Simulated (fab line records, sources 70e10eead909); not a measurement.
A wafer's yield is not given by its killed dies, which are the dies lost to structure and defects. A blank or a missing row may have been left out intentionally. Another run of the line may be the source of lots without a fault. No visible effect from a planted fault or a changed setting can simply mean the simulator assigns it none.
fab line records | flow nand-harc | part 1 of 2: steps 1 to 4 of 6
record: lots: 23 wafers: 69 last-day: 33
route steps=1302 shown A_CHANNEL_HOLE_D2@591 A_CHANNEL_FILL_D2@627 A_STAIRCASE@639
lots untouched by any fault: they come from a run of this same line in which no faults occurred
start-h: hours from the record's opening day to when the first of the lot's shown wafers began | wait-h: how many hours have passed since the lot's step before this one | " identical to the entry in the row above | L1.1+2: a single row standing in for several wafers | - no value, or no start was given | * or withheld: withheld | < > ~ a bound
route shown NAME@n: names a module that has steps shown in the file, with the first one's number in the route | usual: mean/standard deviation taken from wafers without a fault | same: alike in all rows | chamber/n: place in a boat | sites: readings site by site | _std_site: their standard deviation | _edge_site: the outer-site mean with the inner-site mean subtracted | radius-mm: for every site, how far away it sits from the centre of the wafer | mask NAME#n: copy n | behind: the last tool/chamber to shape the wafer | hold: why the lot was held/for how many hours/how that ended | device: which transistor (n, p or np) failed to switch | end of line: tests of these same wafers at the route's end | a step with no rows: only its recipe | killed: count of dies lost to structure and defects at first sort (not the wafer's yield) | map: a wafer's dies, marking killed ones x, the rest . and places with no die _
set.NAME: the run value of the setting; set.NAME@STEP: its run value at that earlier step | model.NAME: the simulator's own value behind a step, which no gauge read
route steps across a sampled set of lots; one table per step, one row per wafer
services: when a tool's chamber went out of use (start-h, in hours from the record's first day, below 0 if earlier), for how many hours, and the reason
== steps ==
step: NHARC_A_CHANNEL_HOLE_D2_ETCH_19
recipe: bias-v: 1200 source-w: 2500 pressure-mtorr: 15 time-s: 34.5 ar-flow-sccm: 375 c4f8-flow-sccm: 28.8 o2-flow-sccm: 96.2 temp-c: -20 target-depth-a: * chemistry: C4F8/O2/Ar
usual: drypump-motor-current-A: 5.8/0.74 mfc-ar-sccm: 375.0/1.2 rf-fwd-power-W: 2446/12 showerhead-plenum-p-Torr: 3.74/0.098 throttle-valve-pct: 37.038/0.0093
columns lot.wafer tool chamber start-h wait-h drypump-motor-current-A mfc-ar-sccm rf-fwd-power-W rf-hours-counter-h showerhead-plenum-p-Torr throttle-valve-pct
L074.2 har-etch-02 0 294.19 0.1 4.9 374.4 2462 359 3.78 37.035
L074.3 " 1 " " 6.1 375.4 2457 - 3.63 37.062
L074.5 " 0 " " 4.9 374.2 2467 - 3.78 37.039
L077.4 har-etch-01 0 315.93 0.4 6.8 375.3 2433 - 3.74 37.034
L077.3 " 1 " " 5.3 372.9 2427 - 3.74 37.029
L077.5 " 1 " " 5.3 375.9 2435 - 3.74 37.046
L076.2 har-etch-02 1 316.88 0.1 6.2 376.5 2443 370 3.62 37.035
L076.1 " 0 " " 4.9 374.0 2449 370 3.77 37.012
L076.4 " 1 " " 6.2 375.0 2437 - 3.62 37.038
L075.2 har-etch-01 1 320.08 2.9 5.3 374.4 2450 165 3.74 37.031
L075.4 " 0 " " 6.8 373.5 2449 - 3.73 37.059
L075.5 " 1 " " 5.3 375.6 2439 - 3.74 37.038
L078.1 har-etch-02 1 328.73 0.1 6.2 374.7 2442 378 3.62 37.045
L078.3 " 0 " " 4.9 373.3 2461 - 3.76 37.023
L078.5 " 1 " " 6.2 373.6 2436 - 3.62 37.037
L079.1 har-etch-01 1 339.08 0.1 5.3 374.9 2428 176 3.73 37.026
L079.4 " 0 " " 6.8 373.7 2453 - 3.73 37.046
L079.5 " 0 " " 6.8 374.3 2436 - 3.73 37.032
L080.1 har-etch-01 0 349.13 0.1 6.8 374.8 2448 184 3.72 37.036
L080.2 " 1 " " 5.4 375.5 2445 184 3.72 37.032
L080.6 " 0 " " 6.8 376.5 2452 - 3.72 37.024
L082.2 har-etch-01 0 369.29 0.1 6.8 375.1 2448 192 3.72 37.043
L082.1 " 1 " " 5.4 376.3 2433 192 3.72 37.034
L082.4 " 0 " " 6.8 374.5 2435 - 3.72 37.052
L081.2 har-etch-02 0 371.21 0.3 4.9 376.3 2458 404 3.75 37.052
L081.3 " 1 " " 6.2 374.0 2445 - 3.60 37.045
L081.6 " 1 " " 6.1 375.1 2440 - 3.60 37.034
L083.1 har-etch-01 1 390.68 4.8 5.4 376.3 2429 207 3.71 37.043
L083.4 " 1 " " 5.4 374.0 2432 - 3.71 37.054
L083.3 " 0 " " 6.8 375.0 2445 - 3.71 37.030
L084.2 har-etch-02 1 400.91 1.9 6.2 377.0 2452 4 3.98 37.040
L084.4 " 0 " " 4.9 377.0 2471 - 3.75 37.024
L084.6 " 1 " " 6.2 376.4 2443 - 3.98 37.028
L085.3 har-etch-01 0 403.19 3.7 6.8 376.0 2445 - 3.70 37.051
L085.6 " 0 " " 6.8 376.1 2455 - 3.70 37.050
L085.5 " 1 " " 5.4 374.1 2443 - 3.70 37.041
L086.3 har-etch-01 0 422.24 0.1 6.8 374.6 2457 - 3.70 37.055
L086.6 " 1 " " 5.4 374.1 2435 - 3.70 37.036
L086.5 " 0 " " 6.8 375.2 2460 - 3.70 37.045
L088.1 har-etch-02 0 428.94 0.8 4.9 373.6 2466 23 3.73 37.028
L088.3 " 1 " " 6.1 373.8 2439 - 3.97 37.027
L088.5 " 1 " " 6.2 374.5 2449 - 3.97 37.032
L089.3 har-etch-01 0 430.57 2.3 6.8 375.5 2436 - 3.69 37.036
L089.6 " 1 " " 5.4 374.6 2435 - 3.69 37.028
L089.5 " 0 " " 6.8 375.4 2436 - 3.69 37.050
L090.1 har-etch-01 0 453.45 0.1 6.7 372.6 2434 245 3.69 37.039
L090.3 " 1 " " 5.3 375.0 2432 - 3.69 37.026
L090.4 " 0 " " 6.7 372.1 2432 - 3.69 37.024
L091.1 har-etch-02 0 453.58 0.1 4.9 374.1 2461 34 3.73 37.038
L091.2 " 1 " " 6.2 376.8 2455 34 3.97 37.034
L091.6 " 0 " " 4.9 374.3 2467 - 3.73 37.053
L092.1 har-etch-01 0 466.37 0.1 6.8 374.6 2442 253 3.69 37.050
L092.4 " 0 " " 6.8 375.4 2448 - 3.69 37.040
L092.6 " 0 " " 6.8 373.6 2445 - 3.69 37.065
L093.2 har-etch-02 1 478.80 1.7 6.2 376.2 2432 49 3.96 37.040
L093.1 " 0 " " 4.9 377.1 2466 49 3.72 37.025
L093.6 " 1 " " 6.2 377.2 2439 - 3.96 37.036
L094.2 har-etch-02 1 486.70 0.7 6.2 375.2 2439 57 3.95 37.042
L094.1 " 0 " " 4.9 373.8 2479 57 3.72 37.033
L094.6 " 0 " " 4.9 375.2 2468 - 3.72 37.040
L096.2 har-etch-01 1 501.61 0.1 5.4 374.8 2427 275 3.67 37.037
L096.3 " 1 " " 5.4 374.7 2441 - 3.67 37.021
L096.5 " 1 " " 5.3 376.1 2438 - 3.67 37.026
L095.3 har-etch-02 1 502.21 0.1 6.2 374.9 2442 - 3.95 37.035
L095.5 " 0 " " 4.9 375.5 2453 - 3.71 37.045
L095.6 " 1 " " 6.2 375.9 2450 - 3.95 37.035
L097.3 har-etch-01 1 525.72 0.1 5.4 374.1 2445 - 3.67 37.035
L097.4 " 0 " " 6.8 372.3 2438 - 3.67 37.032
L097.6 " 0 " " 6.8 374.9 2443 - 3.67 37.050
step: NHARC_A_CHANNEL_HOLE_D2_ETCH_20
recipe: bias-v: 3000 source-w: withheld pressure-mtorr: 20 time-s: 361.9 ar-flow-sccm: 375 c4f8-flow-sccm: 89.3 o2-flow-sccm: 35.7 temp-c: -20 target-depth-a: 16000 chemistry: C4F8/O2/Ar
usual: drypump-motor-current-A: 5.8/0.74 mfc-ar-sccm: 375.1/1.1 showerhead-plenum-p-Torr: 3.70/0.094 throttle-valve-pct: 32.155/0.0089
columns lot.wafer tool chamber start-h wait-h drypump-motor-current-A mfc-ar-sccm rf-hours-counter-h showerhead-plenum-p-Torr throttle-valve-pct
L074.2 har-etch-02 0 294.33 0.1 4.9 374.9 359 3.73 32.154
L074.3 " 1 " " 6.1 373.7 - 3.59 32.144
L074.5 " 0 " " 4.9 375.0 - 3.73 32.156
L077.4 har-etch-01 0 316.11 0.2 6.8 375.0 - 3.69 32.162
L077.3 " 1 " " 5.3 377.1 - 3.69 32.153
L077.5 " 1 " " 5.3 376.3 - 3.69 32.156
L076.2 har-etch-02 1 316.99 0.1 6.2 373.7 370 3.58 32.141
L076.1 " 0 " " 4.9 374.5 370 3.73 32.163
L076.4 " 1 " " 6.2 376.1 - 3.58 32.153
L075.2 har-etch-01 1 320.23 0.1 5.3 375.8 165 3.69 32.179
L075.4 " 0 " " 6.8 374.8 - 3.69 32.157
L075.5 " 1 " " 5.3 374.7 - 3.69 32.157
L078.1 har-etch-02 1 328.87 0.1 6.2 375.9 378 3.58 32.148
L078.3 " 0 " " 4.9 375.5 - 3.72 32.153
L078.5 " 1 " " 6.2 373.9 - 3.58 32.160
L079.1 har-etch-01 1 339.19 0.1 5.4 376.1 176 3.69 32.164
L079.4 " 0 " " 6.8 375.1 - 3.69 32.174
L079.5 " 0 " " 6.8 376.4 - 3.69 32.163
L080.1 har-etch-01 0 349.24 0.1 6.8 375.1 184 3.68 32.187
L080.2 " 1 " " 5.4 373.1 184 3.68 32.148
L080.6 " 0 " " 6.8 376.2 - 3.68 32.150
L082.2 har-etch-01 0 369.41 0.1 6.8 373.1 192 3.68 32.161
L082.1 " 1 " " 5.3 373.6 192 3.68 32.161
L082.4 " 0 " " 6.8 374.5 - 3.68 32.156
L081.2 har-etch-02 0 371.36 0.1 4.9 377.7 404 3.71 32.166
L081.3 " 1 " " 6.1 374.2 - 3.57 32.155
L081.6 " 1 " " 6.2 375.2 - 3.57 32.136
L083.1 har-etch-01 1 390.79 0.1 5.3 373.2 207 3.67 32.169
L083.4 " 1 " " 5.4 374.6 - 3.67 32.148
L083.3 " 0 " " 6.8 375.3 - 3.67 32.151
L084.2 har-etch-02 1 401.02 0.1 6.1 375.3 4 3.93 32.160
L084.4 " 0 " " 4.9 376.4 - 3.70 32.160
L084.6 " 1 " " 6.1 373.9 - 3.93 32.156
L085.3 har-etch-01 0 403.37 0.2 6.8 376.7 - 3.66 32.174
L085.6 " 0 " " 6.8 377.4 - 3.66 32.157
L085.5 " 1 " " 5.3 376.3 - 3.66 32.156
L086.3 har-etch-01 0 422.45 0.2 6.8 375.9 - 3.66 32.149
L086.6 " 1 " " 5.3 374.2 - 3.66 32.152
L086.5 " 0 " " 6.8 375.6 - 3.66 32.145
L088.1 har-etch-02 0 429.05 0.1 4.9 375.7 23 3.69 32.164
L088.3 " 1 " " 6.1 374.0 - 3.92 32.158
L088.5 " 1 " " 6.2 374.2 - 3.92 32.145
L089.3 har-etch-01 0 430.79 0.2 6.8 376.1 - 3.65 32.164
L089.6 " 1 " " 5.4 374.9 - 3.65 32.162
L089.5 " 0 " " 6.8 375.9 - 3.65 32.159
L090.1 har-etch-01 0 453.59 0.1 6.8 372.4 245 3.65 32.144
L090.3 " 1 " " 5.4 375.1 - 3.65 32.152
L090.4 " 0 " " 6.8 374.0 - 3.65 32.156
L091.1 har-etch-02 0 453.69 0.1 4.9 374.0 34 3.69 32.152
L091.2 " 1 " " 6.2 373.1 34 3.91 32.151
L091.6 " 0 " " 4.9 373.5 - 3.69 32.166
L092.1 har-etch-01 0 466.52 0.1 6.8 374.3 253 3.64 32.157
L092.4 " 0 " " 6.8 373.6 - 3.65 32.171
L092.6 " 0 " " 6.8 374.8 - 3.64 32.150
L093.2 har-etch-02 1 478.91 0.1 6.2 375.2 50 3.90 32.146
L093.1 " 0 " " 4.9 375.3 50 3.68 32.145
L093.6 " 1 " " 6.2 373.7 - 3.90 32.164
L094.2 har-etch-02 1 486.81 0.1 6.1 376.1 57 3.90 32.158
L094.1 " 0 " " 4.9 373.9 57 3.67 32.167
L094.6 " 0 " " 4.9 374.1 - 3.67 32.168
L096.2 har-etch-01 1 501.76 0.1 5.4 376.5 276 3.63 32.154
L096.3 " 1 " " 5.4 376.8 - 3.63 32.148
L096.5 " 1 " " 5.4 377.1 - 3.63 32.142
L095.3 har-etch-02 1 502.43 0.2 6.1 374.3 - 3.90 32.162
L095.5 " 0 " " 4.8 376.3 - 3.67 32.148
L095.6 " 1 " " 6.2 375.8 - 3.90 32.142
L097.3 har-etch-01 1 525.90 0.2 5.4 374.0 - 3.63 32.153
L097.4 " 0 " " 6.8 376.2 - 3.63 32.160
L097.6 " 0 " " 6.8 374.6 - 3.63 32.142
step: NHARC_A_CHANNEL_HOLE_D2_ETCH_24
recipe: bias-v: 5000 source-w: withheld pressure-mtorr: 20 time-s: 906.2 ar-flow-sccm: 375 c4f8-flow-sccm: 93.8 o2-flow-sccm: 31.2 temp-c: -20 target-depth-a: 15000 chemistry: C4F8/O2/Ar
usual: drypump-motor-current-A: 5.8/0.73 mfc-ar-sccm: 375.1/1.1 showerhead-plenum-p-Torr: 3.70/0.094 throttle-valve-pct: 32.235/0.0088
columns lot.wafer tool chamber start-h wait-h drypump-motor-current-A mfc-ar-sccm rf-hours-counter-h showerhead-plenum-p-Torr throttle-valve-pct
L074.2 har-etch-02 0 296.44 0.6 4.9 375.0 361 3.73 32.225
L074.3 " 1 " " 6.2 375.4 - 3.59 32.242
L074.5 " 0 " " 4.9 376.0 - 3.73 32.222
L077.4 har-etch-01 0 318.29 0.6 6.8 375.8 - 3.69 32.241
L077.3 " 1 " " 5.4 374.8 - 3.69 32.225
L077.5 " 1 " " 5.4 376.9 - 3.69 32.227
L076.2 har-etch-02 1 319.03 0.6 6.2 375.2 372 3.58 32.233
L076.1 " 0 " " 4.9 376.0 372 3.72 32.226
L076.4 " 1 " " 6.2 375.9 - 3.58 32.251
L075.2 har-etch-01 1 322.32 0.6 5.4 375.4 167 3.69 32.220
L075.4 " 0 " " 6.8 375.7 - 3.69 32.236
L075.5 " 1 " " 5.4 374.7 - 3.69 32.229
L078.1 har-etch-02 1 330.98 0.6 6.2 376.5 380 3.58 32.232
L078.3 " 0 " " 4.9 376.3 - 3.72 32.248
L078.5 " 1 " " 6.2 374.9 - 3.58 32.251
L079.1 har-etch-01 1 341.21 0.6 5.4 375.6 178 3.68 32.237
L079.4 " 0 " " 6.8 374.6 - 3.68 32.242
L079.5 " 0 " " 6.8 375.2 - 3.68 32.245
L080.1 har-etch-01 0 351.26 0.6 6.8 375.6 186 3.68 32.247
L080.2 " 1 " " 5.4 373.9 186 3.68 32.224
L080.6 " 0 " " 6.8 375.4 - 3.68 32.225
L082.2 har-etch-01 0 371.43 0.6 6.8 373.5 194 3.67 32.221
L082.1 " 1 " " 5.4 377.9 194 3.67 32.232
L082.4 " 0 " " 6.8 376.2 - 3.67 32.245
L081.2 har-etch-02 0 373.47 0.6 4.9 374.7 406 3.70 32.239
L081.3 " 1 " " 6.2 373.0 - 3.56 32.241
L081.6 " 1 " " 6.2 374.3 - 3.56 32.242
L083.1 har-etch-01 1 392.82 0.6 5.4 375.7 209 3.66 32.229
L083.4 " 1 " " 5.4 376.8 - 3.66 32.228
L083.3 " 0 " " 6.8 373.1 - 3.66 32.244
L084.2 har-etch-02 1 403.03 0.6 6.2 375.8 6 3.92 32.245
L084.4 " 0 " " 4.9 374.5 - 3.70 32.235
L084.6 " 1 " " 6.2 376.0 - 3.92 32.231
L085.3 har-etch-01 0 405.53 0.6 6.8 374.5 - 3.66 32.227
L085.6 " 0 " " 6.7 375.9 - 3.66 32.233
L085.5 " 1 " " 5.4 375.5 - 3.66 32.235
L086.3 har-etch-01 0 424.70 0.6 6.8 374.7 - 3.65 32.247
L086.6 " 1 " " 5.4 374.6 - 3.65 32.236
L086.5 " 0 " " 6.8 375.2 - 3.65 32.241
L088.1 har-etch-02 0 431.08 0.6 4.9 375.5 25 3.69 32.239
L088.3 " 1 " " 6.2 373.5 - 3.91 32.226
L088.5 " 1 " " 6.2 374.1 - 3.91 32.247
L089.3 har-etch-01 0 433.03 0.6 6.8 373.1 - 3.65 32.217
L089.6 " 1 " " 5.4 374.9 - 3.65 32.239
L089.5 " 0 " " 6.8 375.8 - 3.65 32.255
L090.1 har-etch-01 0 455.68 0.6 6.7 375.2 247 3.64 32.228
L090.3 " 1 " " 5.3 373.9 - 3.64 32.245
L090.4 " 0 " " 6.8 377.1 - 3.64 32.241
L091.1 har-etch-02 0 455.70 0.6 4.9 375.2 36 3.68 32.221
L091.2 " 1 " " 6.1 374.7 36 3.91 32.241
L091.6 " 0 " " 4.9 376.5 - 3.68 32.245
L092.1 har-etch-01 0 468.60 0.6 6.8 373.3 255 3.64 32.243
L092.4 " 0 " " 6.8 374.9 - 3.64 32.241
L092.6 " 0 " " 6.8 373.6 - 3.64 32.234
L093.2 har-etch-02 1 480.93 0.6 6.2 375.4 52 3.90 32.236
L093.1 " 0 " " 4.9 376.3 52 3.67 32.221
L093.6 " 1 " " 6.2 376.2 - 3.90 32.227
L094.2 har-etch-02 1 488.83 0.6 6.2 374.3 59 3.89 32.248
L094.1 " 0 " " 4.9 376.3 59 3.67 32.232
L094.6 " 0 " " 4.9 374.7 - 3.67 32.249
L096.2 har-etch-01 1 503.86 0.6 5.4 374.9 278 3.63 32.225
L096.3 " 1 " " 5.4 375.2 - 3.63 32.258
L096.5 " 1 " " 5.3 374.8 - 3.63 32.247
L095.3 har-etch-02 1 504.67 0.6 6.2 375.5 - 3.89 32.237
L095.5 " 0 " " 4.9 375.7 - 3.66 32.220
L095.6 " 1 " " 6.2 375.8 - 3.89 32.243
L097.3 har-etch-01 1 528.06 0.6 5.4 375.7 - 3.62 32.235
L097.4 " 0 " " 6.8 373.4 - 3.62 32.224
L097.6 " 0 " " 6.8 374.3 - 3.62 32.234
step: NHARC_A_CHANNEL_FILL_D2_ALD_25
recipe: target-thk-a: 600 pulse-time-s: 10 ald-cycles: 600 temp-c: 300 material: SiOx
usual: heater-power-w: 461/36 precursor-pulse-height-rel: 1.004/0.018
columns lot.wafer tool chamber start-h wait-h heater-power-w precursor-pulse-height-rel
L074.3 ald-hk-02 0 339.17 0.0 493 0.988
L074.2 " 1 " " 471 1.023
L074.5 " 0 341.60 2.5 497 0.972
L077.3 ald-hk-02 3 359.53 0.3 469 0.986
L077.4 " 0 " " 469 1.014
L077.5 " 3 361.98 2.7 466 0.989
L076.4 ald-hk-01 2 361.30 2.0 404 1.041
L076.2 " 3 " " 487 0.994
L076.1 " 0 " " 464 1.011
L075.4 ald-hk-03 2 363.11 0.7 417 0.985
L075.2 " 3 " " 496 1.035
L075.5 " 1 364.93 2.5 397 0.982
L078.3 ald-hk-02 3 371.44 0.7 466 1.001
L078.1 " 0 " " 466 0.994
L078.5 " 2 373.30 2.5 474 1.023
L079.1 ald-hk-01 2 381.62 0.1 407 0.994
L079.4 " 3 " " 482 0.999
L079.5 " 3 384.67 3.1 495 1.007
L080.1 ald-hk-01 0 392.83 0.7 466 0.975
L080.2 " 2 394.08 1.9 393 0.998
L080.6 " 0 395.32 3.2 469 1.023
L082.2 ald-hk-03 3 412.54 0.1 489 1.005
L082.4 " 0 " " 478 0.970
L082.1 " 1 " " 405 1.021
L081.3 ald-hk-01 1 412.55 0.1 503 0.982
L081.2 " 0 414.39 1.9 484 1.018
L081.6 " 2 415.62 3.1 416 1.007
L083.4 ald-hk-03 0 432.39 0.0 484 1.022
L083.3 " 2 433.63 1.3 399 0.990
L083.1 " 3 " " 511 0.986
L084.2 ald-hk-03 3 445.00 0.1 512 0.993
L084.4 " 2 446.87 2.0 416 1.005
L084.6 " 3 " " 482 1.000
L085.3 ald-hk-01 2 446.81 1.9 410 0.991
L085.5 " 3 " " 475 1.008
L085.6 " 0 " " 461 1.009
L086.3 ald-hk-03 0 466.01 1.3 495 1.041
L086.6 " 2 467.24 2.5 417 0.981
L086.5 " 3 " " 500 1.023
L088.1 ald-hk-02 2 471.40 0.7 481 1.002
L088.3 " 3 " " 463 0.996
L088.5 " 1 473.25 2.5 464 1.014
L089.3 ald-hk-03 2 472.01 1.3 411 1.004
L089.5 " 0 473.25 2.5 473 1.016
L089.6 " 1 " " 401 1.025
L090.3 ald-hk-02 2 496.05 0.7 470 0.966
L090.1 " 3 " " 467 1.024
L090.4 " 0 " " 470 1.008
L091.2 ald-hk-03 1 496.67 1.3 411 1.002
L091.1 " 3 499.15 3.8 503 1.007
L091.6 " 1 501.62 6.2 417 1.024
L092.4 ald-hk-01 3 509.83 0.1 502 0.963
L092.1 " 0 " " 444 1.012
L092.6 " 3 512.28 2.5 496 0.999
L093.2 ald-hk-03 1 522.36 0.1 412 1.004
L093.1 " 0 524.21 1.9 472 1.032
L093.6 " 1 " " 419 0.988
L094.1 ald-hk-03 3 529.80 0.1 507 0.998
L094.2 " 2 531.66 1.9 406 1.002
L094.6 " 3 " " 501 0.961
L096.2 ald-hk-02 2 543.80 0.1 494 1.019
L096.3 " 3 " " 449 0.990
L096.5 " 3 546.86 3.1 456 1.000
L095.3 ald-hk-01 1 545.67 1.9 486 1.004
L095.6 " 2 " " 419 1.035
L095.5 " 3 " " 490 1.044
L097.4 ald-hk-03 0 566.62 0.0 485 1.012
L097.3 " 2 567.84 1.3 405 1.011
L097.6 " 0 569.06 2.5 489 1.026
